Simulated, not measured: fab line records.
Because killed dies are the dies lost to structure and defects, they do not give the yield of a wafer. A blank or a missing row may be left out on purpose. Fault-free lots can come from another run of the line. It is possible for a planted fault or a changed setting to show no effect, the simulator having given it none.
fab line records	flow nandHarc
record: lots: 13	wafers: 39	lastDay: 33
route steps=1302 shown A_CHANNEL_FILL_D1@507 A_DECK1_JOINT@539 A_ONON_D2@562 END@1302
lots untouched by any fault: they come from a run of this same line in which no faults occurred
startH: the number of hours between the record's first day and the start of the first shown wafer of the lot	waitH: hours elapsed since this lot's preceding step	" identical to the entry in the row above	L1.1+2: a single row standing in for several wafers	- value missing, or start not given	* or withheld: withheld	< > ~ a bound
route shown NAME@n: names a module that has steps shown in the file, with the first one's number in the route	usual: mean and standard deviation over wafers with no fault	same: alike in all rows	chamber/n: place in a boat	sites: per-site readings	_std_site: the standard deviation of these	_edge_site: mean of outer sites minus mean of inner sites	radiusMm: for every site, how far away it sits from the centre of the wafer	mask NAME#n: copy n	behind: the most recent tool/chamber to have shaped the wafer	hold: why the lot was held/for how many hours/how that ended	device: the n, p or np transistor that did not switch	end of line: at the end of the route, the tests of the same wafers	a step without rows: its recipe alone	killed: the dies lost at the first sort to structure and to defects; this is not the yield of the wafer	map: a wafer's dies, x killed, . not, _ none there
set.NAME: the run value of the setting; set.NAME@STEP: its run value at that earlier step	model.NAME: the simulator's own value behind a step, which no gauge read
route steps across a sampled set of lots; one table per step, one row per wafer
services: a tool's chamber out of use, with start hour (startH, from the record's first day; less than 0 if before it), hours out, and reason
== steps ==
step: NHARC_A_CHANNEL_FILL_D1_ALD_25
recipe: targetThkA: 600	pulseTimeS: 10	aldCycles: 600	tempC: 300	material: SiOx
usual: heaterPowerW: 479/41	precursorPulseHeightRel: 1.000/0.02	susceptorTempC: 299.98/0.19
lot.wafer	tool	chamber	startH	waitH	heaterPowerW	precursorPulseHeightRel	susceptorTempC
L802.2	aldHk-02	2	226.75	0.1	472	1.036	299.87
L802.4	"	1	228.62	1.9	466	1.011	300.27
L802.5	"	2	"	"	473	0.999	299.87
L801.2	aldHk-03	3	226.75	0.1	396	0.994	300.32
L801.1	"	2	228.59	1.9	475	1.002	299.90
L801.5	"	0	229.81	3.1	429	1.046	300.12
L803.4	aldHk-03	3	244.07	0.7	401	1.050	299.88
L803.3	"	0	"	"	434	0.995	299.95
L803.5	"	2	245.92	2.5	454	1.014	299.98
L805.1	aldHk-03	3	263.34	0.1	392	1.003	299.92
L805.2	"	2	265.19	1.9	463	0.976	300.19
L805.5	"	0	266.43	3.1	442	1.003	299.78
L807.3	aldHk-02	0	286.95	0.7	499	1.000	300.11
L807.5	"	3	288.80	2.5	481	0.992	299.80
L807.6	"	0	"	"	487	1.005	300.30
L808.2	aldHk-01	0	290.51	0.1	553	0.998	300.06
L808.1	"	2	291.73	1.3	456	1.031	299.73
L808.3	"	3	"	"	548	1.005	299.98
L813.3	aldHk-01	0	341.47	1.7	513	1.002	299.84
L813.4	"	1	"	"	445	1.004	300.27
L813.6	"	2	"	"	478	1.000	299.69
L814.2	aldHk-01	3	361.32	1.9	522	1.010	299.90
L814.6	"	0	"	"	507	1.008	300.07
L814.5	"	1	"	"	445	0.973	299.97
L817.4	aldHk-03	2	387.35	0.7	468	0.998	-
L817.3	"	0	388.55	1.9	449	0.998	-
L817.5	"	1	"	"	563	0.972	-
L818.3	aldHk-02	2	395.33	0.0	489	1.011	299.75
L818.2	"	1	397.19	1.9	484	1.000	300.09
L818.6	"	3	398.42	3.1	465	0.959	299.63
L819.1	aldHk-01	1	396.56	1.3	437	1.025	299.88
L819.3	"	2	"	"	469	0.997	300.21
L819.6	"	3	"	"	518	1.027	300.22
L821.2	aldHk-03	0	428.90	0.7	445	0.988	299.79
L821.1	"	2	430.12	1.9	460	0.999	299.78
L821.5	"	0	431.34	3.1	442	0.973	299.68
L824.3	aldHk-01	3	460.34	1.2	548	1.003	299.84
L824.4	"	2	462.19	3.0	471	0.999	299.96
L824.6	"	3	"	"	538	0.974	299.79
step: NHARC_A_CHANNEL_FILL_D1_ETCHBACK_08
recipe: targetDepthA: 2200	timeS: 110	c4f8FlowSccm: 20	arFlowSccm: withheld	rfW: 600	biasW: 300	chemistry: C4F8
usual: oesProductAu: 0.96/0.035	rfVppV: 439.9/2.4
lot.wafer	tool	chamber	startH	waitH	oesProductAu	rfHoursCounterH	rfVppV
L801.1	rieDiel-10	0	-	-	0.98	6.6	437.6
L801.2	"	1	"	"	1.01	6.7	444.7
L801.5	"	0	"	"	0.99	-	436.6
L802.4	rieDiel-03	1	-	-	0.93	6.9	441.3
L802.2	"	3	"	"	0.93	6.7	442.1
L802.5	"	2	"	"	0.93	-	437.1
L803.4	rieDiel-05	2	-	-	1.00	0.8	437.4
L803.3	"	3	"	"	1.02	0.8	438.6
L803.5	"	1	"	"	1.00	-	440.1
L805.2	rieDiel-05	2	-	-	0.93	2.3	437.2
L805.1	"	1	"	"	0.93	1.9	438.8
L805.5	"	3	"	"	0.94	-	439.4
L807.3	rieDiel-10	0	-	-	0.93	1.9	438.3
L807.5	"	0	"	"	0.93	-	439.3
L807.6	"	1	"	"	0.93	-	446.1
L808.3	rieDiel-10	0	-	-	1.00	2.0	439.1
L808.1	"	2	"	"	1.01	1.6	440.8
L808.2	"	3	"	"	1.00	1.8	442.2
L813.3	rieDiel-05	2	-	-	0.98	8.7	436.6
L813.4	"	3	"	"	1.00	8.7	438.4
L813.6	"	1	"	"	0.99	-	438.2
L814.2	rieDiel-10	1	-	-	0.93	4.0	446.1
L814.5	"	1	"	"	0.94	-	445.4
L814.6	"	2	"	"	0.93	-	440.7
L817.4	rieDiel-05	0	-	-	0.93	10.5	438.8
L817.3	"	3	"	"	0.94	10.8	439.7
L817.5	"	0	"	"	0.94	-	440.3
L819.3	rieDiel-10	0	-	-	0.93	6.6	439.0
L819.1	"	1	"	"	0.99	5.3	447.1
L819.6	"	2	"	"	0.93	-	439.6
L818.3	rieDiel-03	0	-	-	1.00	3.8	439.5
L818.2	"	2	"	"	0.94	3.6	437.0
L818.6	"	0	"	"	0.99	-	438.4
L821.1	rieDiel-10	1	-	-	1.02	0.1	445.8
L821.2	"	2	"	"	1.02	0.1	440.5
L821.5	"	3	"	"	0.99	-	441.6
L824.3	rieDiel-05	1	-	-	0.94	4.4	438.6
L824.6	"	1	"	"	0.93	-	437.8
L824.4	"	3	"	"	0.93	-	439.9
step: NHARC_A_DECK1_JOINT_CMP_02
recipe: material: SiOx
usual: motorCurrentA: 11.6/1.1	retainingRingPressureFrac: 1.001/0.0048	slurryFlowMlMin: 149.9/0.45
lot.wafer	tool	chamber	startH	waitH	motorCurrentA	retainingRingPressureFrac	slurryFlowMlMin
L802.2	cmp-04	0	271.01	0.4	10.6	1.010	149.5
L802.4	"	1	"	"	11.4	1.000	150.3
L802.5	"	0	"	"	11.5	1.002	149.6
L801.1	cmp-03	3	271.01	0.4	10.9	0.998	150.6
L801.2	"	0	"	"	13.7	1.000	149.8
L801.5	"	2	"	"	11.5	0.998	149.9
L803.4	cmp-04	0	288.75	0.4	10.1	0.992	149.6
L803.3	"	1	"	"	11.1	1.002	150.3
L803.5	"	3	"	"	13.4	1.006	150.4
L805.2	cmp-01	3	312.42	0.4	11.7	0.999	150.1
L805.1	"	1	"	"	12.1	1.002	150.4
L805.5	"	3	"	"	12.0	1.000	150.1
L807.3	cmp-01	3	331.22	0.4	11.7	1.000	151.1
L807.5	"	3	"	"	12.2	0.998	150.1
L807.6	"	0	"	"	11.2	0.997	149.4
L808.2	cmp-03	0	331.22	0.4	13.4	1.004	149.8
L808.1	"	1	"	"	11.3	0.988	150.3
L808.3	"	3	"	"	10.8	1.003	149.8
L813.4	cmp-01	2	386.52	0.4	12.5	0.997	150.8
L813.3	"	3	"	"	12.0	1.006	149.4
L813.6	"	0	"	"	10.9	1.004	149.3
L814.2	cmp-04	0	411.99	0.4	10.4	0.993	149.9
L814.5	"	1	"	"	10.6	0.998	150.2
L814.6	"	2	"	"	9.4	0.998	149.6
L817.4	cmp-01	3	433.62	0.4	11.8	1.004	149.9
L817.3	"	0	"	"	11.1	1.004	149.1
L817.5	"	1	"	"	12.2	0.997	149.3
L819.1	cmp-01	3	441.64	0.4	12.4	0.997	150.0
L819.3	"	0	"	"	11.1	0.997	150.4
L819.6	"	0	"	"	10.5	1.001	150.6
L818.2	cmp-04	2	441.66	0.4	9.5	1.005	149.3
L818.3	"	0	"	"	11.1	1.007	150.1
L818.6	"	1	"	"	11.1	1.004	149.0
L821.1	cmp-04	1	476.33	0.4	11.2	1.005	150.2
L821.2	"	2	"	"	10.1	1.000	150.5
L821.5	"	1	"	"	10.8	1.000	149.8
L824.4	cmp-03	3	509.95	0.4	11.0	1.001	149.9
L824.3	"	2	"	"	12.0	1.005	149.7
L824.6	"	0	"	"	13.4	1.005	149.7
step: NHARC_A_ONON_D2_DEP_25
recipe: targetThkA: 10000	n2FlowSccm: 2750	n2oFlowSccm: 2000	nh3FlowSccm: 500	sih4FlowSccm: 210	tempC: 400
usual: n2FlowSccm: 2750/8.2	n2oFlowSccm: 2000/5.9	susceptorTempC: 400.02/0.2
lot.wafer	tool	chamber	startH	waitH	n2FlowSccm	n2oFlowSccm	susceptorTempC
L802.2	pecvdOnon-02	0	283.55	0.1	2752	2011	400.11
L802.4	"	0	"	"	2753	2003	399.76
L802.5	"	0	"	"	2764	2002	399.78
L801.1	pecvdOnon-04	0	283.56	0.1	2753	2005	400.03
L801.2	"	0	"	"	2753	2004	400.40
L801.5	"	0	"	"	2759	1993	400.17
L803.3	pecvdOnon-04	0	302.92	0.2	2757	2008	399.82
L803.4	"	0	"	"	2759	2006	400.00
L803.5	"	0	"	"	2759	1998	400.00
L805.1	pecvdOnon-03	0	324.55	0.1	2757	1992	399.72
L805.2	"	0	"	"	2746	1999	399.97
L805.5	"	0	"	"	2751	1997	399.80
L808.1	pecvdOnon-02	0	343.33	0.1	2748	1999	399.94
L808.2	"	0	"	"	2737	2011	400.22
L808.3	"	0	"	"	2746	2007	400.11
L807.3	pecvdOnon-04	0	343.44	0.2	2756	2002	399.48
L807.5	"	0	"	"	2745	2011	399.93
L807.6	"	0	"	"	2742	2008	399.47
L813.3	pecvdOnon-04	-	399.08	0.2	-	-	-
L813.4	"	-	"	"	-	-	-
L813.6	"	-	"	"	-	-	-
L814.2	pecvdOnon-03	-	424.35	0.1	-	-	-
L814.5	"	-	"	"	-	-	-
L814.6	"	-	"	"	-	-	-
L817.3	pecvdOnon-03	0	448.26	0.2	2765	1995	399.75
L817.4	"	0	"	"	2744	1993	400.00
L817.5	"	0	"	"	2766	2002	399.87
L819.1	pecvdOnon-03	0	453.78	0.1	2750	1995	399.90
L819.3	"	0	"	"	2750	2003	400.06
L819.6	"	0	"	"	2744	2001	399.85
L818.2	pecvdOnon-02	0	453.80	0.1	2759	1993	399.99
L818.3	"	0	"	"	2754	1996	400.36
L818.6	"	0	"	"	2752	1994	400.26
L821.1	pecvdOnon-02	0	489.07	0.1	2755	1997	399.94
L821.2	"	0	"	"	2751	1997	399.98
L821.5	"	0	"	"	2740	1995	399.97
L824.3	pecvdOnon-04	0	522.51	0.2	2747	2002	399.85
L824.4	"	0	"	"	2746	2000	399.55
L824.6	"	0	"	"	2764	2003	399.55
step: NHARC_END_SORT_01
recipe: tempC: 25
usual: killedAtArray: 57/19	killedAtOther: 0.9/1.1	killedAtPeriphery: 4.0/2.6	killedDies: 62/19	killedOpen: 3.3/1.8	killedShort: 2.4/1.7
same: grossDies: 677
lot.wafer	tool	chamber	startH	waitH	killedAtArray	killedAtOther	killedAtPeriphery	killedDies	killedOpen	killedShort
L808.1	prober-02	0	618.23	2.6	70	2	3	75	4	2
L808.2	prober-02	0	619.04	2.8	79	0	2	81	4	0
L808.3	prober-02	0	619.84	3.1	78	3	1	82	5	1
L807.3	prober-01	0	619.78	3.1	49	1	1	51	6	2
L807.5	prober-01	0	621.41	3.8	52	1	5	58	3	1
L807.6	prober-01	0	622.22	4.1	43	2	0	45	1	1
L814.2	prober-01	0	687.69	2.8	674	0	3	677	2	0
L814.5	prober-01	0	690.08	3.7	671	1	5	677	5	4
L814.6	prober-01	0	690.87	4.0	671	1	5	677	0	1
L813.3	prober-02	0	688.43	3.1	670	1	6	677	2	0
L813.4	prober-02	0	689.23	3.4	673	0	4	677	3	0
L813.6	prober-02	0	690.82	4.0	667	1	9	677	4	1
killed by level:class
L808.1 A_CHANNEL_HOLE_D2:chamberFilmFlake=34 A_SLIT:chamberFilmFlake=18 A_CONTACT:chamberFilmFlake=6 A_CHANNEL_HOLE_D1:chamberFilmFlake=5 P_M0:geometricParticle:open=2 THIN_TSV:chamberFilmFlake=2 A_SGD_CUT:geometricParticle:open=1 A_WL_FILL:geometricParticle:short=1
L808.2 A_SLIT:chamberFilmFlake=41 A_CHANNEL_HOLE_D2:chamberFilmFlake=30 A_BLC:geometricParticle:open=2 P_M0:geometricParticle:open=1 P_M1:geometricParticle:open=1 A_CHANNEL_HOLE_D1:chamberFilmFlake=1 A_CHANNEL_FILL_D2:chamberFilmFlake=1 A_BONDPAD:chamberFilmFlake=1
L807.3 A_CHANNEL_HOLE_D1:chamberFilmFlake=29 A_CHANNEL_HOLE_D2:chamberFilmFlake=7 A_CONTACT:chamberFilmFlake=2 A_BONDPAD:chamberFilmFlake=2 P_GATE:geometricParticle:open=1 A_SOURCE_PLATE:geometricParticle:open=1 A_CHANNEL_HOLE_D1:geometricParticle:open=1 A_CHANNEL_FILL_D1:geometricParticle:open=1
L808.3 A_SLIT:chamberFilmFlake=30 A_CHANNEL_HOLE_D2:chamberFilmFlake=25 A_CONTACT:chamberFilmFlake=5 A_STAIRCASE:chamberFilmFlake=3 A_WL_FILL:chamberFilmFlake=3 THIN_TSV:chamberFilmFlake=3 A_BLC:geometricParticle:open=2 A_ZERO_WELL:chamberFilmFlake=2
L807.5 A_CHANNEL_HOLE_D1:chamberFilmFlake=34 A_CHANNEL_HOLE_D2:chamberFilmFlake=8 A_BONDPAD:chamberFilmFlake=4 P_M0:geometricParticle:open=2 A_CONTACT:chamberFilmFlake=2 P_STI:geometricParticle:short=1 A_ONON_D1:geometricParticle:open=1 P_GATE:chamberFilmFlake=1
L807.6 A_CHANNEL_HOLE_D1:chamberFilmFlake=27 A_CHANNEL_HOLE_D2:chamberFilmFlake=6 A_STAIRCASE:chamberFilmFlake=3 A_BONDPAD:chamberFilmFlake=3 THIN_TSV:chamberFilmFlake=2 A_WL_FILL:geometricParticle:short=1 A_BLC:geometricParticle:open=1 A_CHANNEL_FILL_D1:chamberFilmFlake=1
L814.2 A_ONON_D2:areaDep=631 A_CHANNEL_HOLE_D1:chamberFilmFlake=22 A_SLIT:chamberFilmFlake=11 A_STAIRCASE:chamberFilmFlake=4 A_ZERO_WELL:chamberFilmFlake=3 A_WL_FILL:chamberFilmFlake=2 P_BONDPAD:geometricParticle:open=1 A_CHANNEL_FILL_D2:geometricParticle:open=1
L813.3 A_ONON_D2:areaDep=617 A_CHANNEL_HOLE_D1:chamberFilmFlake=39 P_GATE:chamberFilmFlake=6 A_STAIRCASE:chamberFilmFlake=3 A_SLIT:chamberFilmFlake=3 A_M0:chamberFilmFlake=3 A_CHANNEL_FILL_D2:geometricParticle:open=1 A_M0:geometricParticle:open=1
L813.4 A_ONON_D2:areaDep=628 A_CHANNEL_HOLE_D1:chamberFilmFlake=28 A_CONTACT:chamberFilmFlake=5 A_WL_FILL:chamberFilmFlake=4 P_GATE:chamberFilmFlake=3 A_SLIT:chamberFilmFlake=2 A_STAIRCASE:chamberFilmFlake=2 A_CHANNEL_HOLE_D1:geometricParticle:open=1
L814.5 A_ONON_D2:areaDep=619 A_CHANNEL_HOLE_D1:chamberFilmFlake=27 A_SLIT:chamberFilmFlake=16 P_GATE:chamberFilmFlake=2 P_GATE:geometricParticle:short=1 A_ONON_D1:geometricParticle:short=1 A_CHANNEL_FILL_D1:geometricParticle:short=1 A_ONON_D2:geometricParticle:open=1
L813.6 A_ONON_D2:areaDep=623 A_CHANNEL_HOLE_D1:chamberFilmFlake=26 P_GATE:chamberFilmFlake=7 A_SLIT:chamberFilmFlake=7 A_CHANNEL_HOLE_D2:chamberFilmFlake=4 A_CONTACT:chamberFilmFlake=3 P_GATE:geometricParticle:short=1 P_M1:geometricParticle:open=1
L814.6 A_ONON_D2:areaDep=608 A_SLIT:chamberFilmFlake=30 A_CHANNEL_HOLE_D1:chamberFilmFlake=29 P_GATE:chamberFilmFlake=3 P_STI:chamberFilmFlake=1 P_M2:chamberFilmFlake=1 STARTING-WAFER:geometricParticle:short=1 A_DECK1_JOINT:chamberFilmFlake=1
== services ==
tool	chamber	startH	hours	kind
cmp-04	-	209.26	4.0	pm
aldHk-03	-	216.66	10.0	pm
cmp-04	-	223.66	1.7	repair
rieDiel-10	0	227.15	1.7	repair
rieDiel-05	-	229.60	9.0	pm
rieDiel-10	2	232.25	6.5	repair
rieDiel-10	-	242.56	9.0	pm
cmp-01	-	245.15	0.9	repair
cmp-04	-	257.12	0.9	repair
cmp-01	-	283.67	4.0	pm
rieDiel-10	1	296.63	9.2	repair
aldHk-01	-	301.55	10.0	pm
cmp-04	-	307.26	4.0	pm
rieDiel-05	0	308.75	11.0	repair
pecvdOnon-04	-	311.62	13.0	pm
rieDiel-05	1	322.31	14.9	repair
cmp-04	-	334.97	1.6	repair
rieDiel-05	3	375.95	15.3	repair
cmp-01	-	381.67	4.0	pm
aldHk-03	-	394.66	10.0	pm
cmp-04	-	405.26	4.0	pm
rieDiel-05	-	406.60	9.0	pm
cmp-04	-	419.22	2.1	repair
rieDiel-10	-	419.56	9.0	pm
== key ==
firstSign: step: NHARC_A_ONON_D2_DEP_25	reading: toolRecord	direction: missing
effect: step: NHARC_END_SORT_01	reading: killedDies	direction: up	sigmas: 33	usual: 62	struck: 677
moreKillsBornAt: NHARC_A_ONON_D2_DEP_25@pecvdOnon-04: 1867	NHARC_A_ONON_D2_DEP_25@pecvdOnon-03: 1858
metAt NHARC_A_ONON_D2_DEP_25
struckLots L813,L814
laterRowsLeftOut L813.3,L813.4,L813.6,L814.2,L814.5,L814.6
testerLeftOut L813,L814
notActingAt NHARC_A_CHANNEL_FILL_D1_ALD_25,NHARC_A_CHANNEL_FILL_D1_ETCHBACK_08,NHARC_A_DECK1_JOINT_CMP_02
onsetBetween 343.44 399.08
fault: kind: skippedStepWhole	tool: pecvdOnon-03,pecvdOnon-04	chamber: -	onsetH: 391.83	steps: NHARC_A_ONON_D2_DEP_25	scope: struckLotsOnly
testerLeftOut: of these lots the tester's yield and bins aren't shown, on N5 and GAA mostly nor the transistor test; their killed dies are dies lost to structure and defects alone, not to doping, threshold or leakage, so they don't give the yield
laterRowsLeftOut: the simulator's readings of these wafers behind a module that went badly wrong aren't trusted and aren't shown, but for the sort
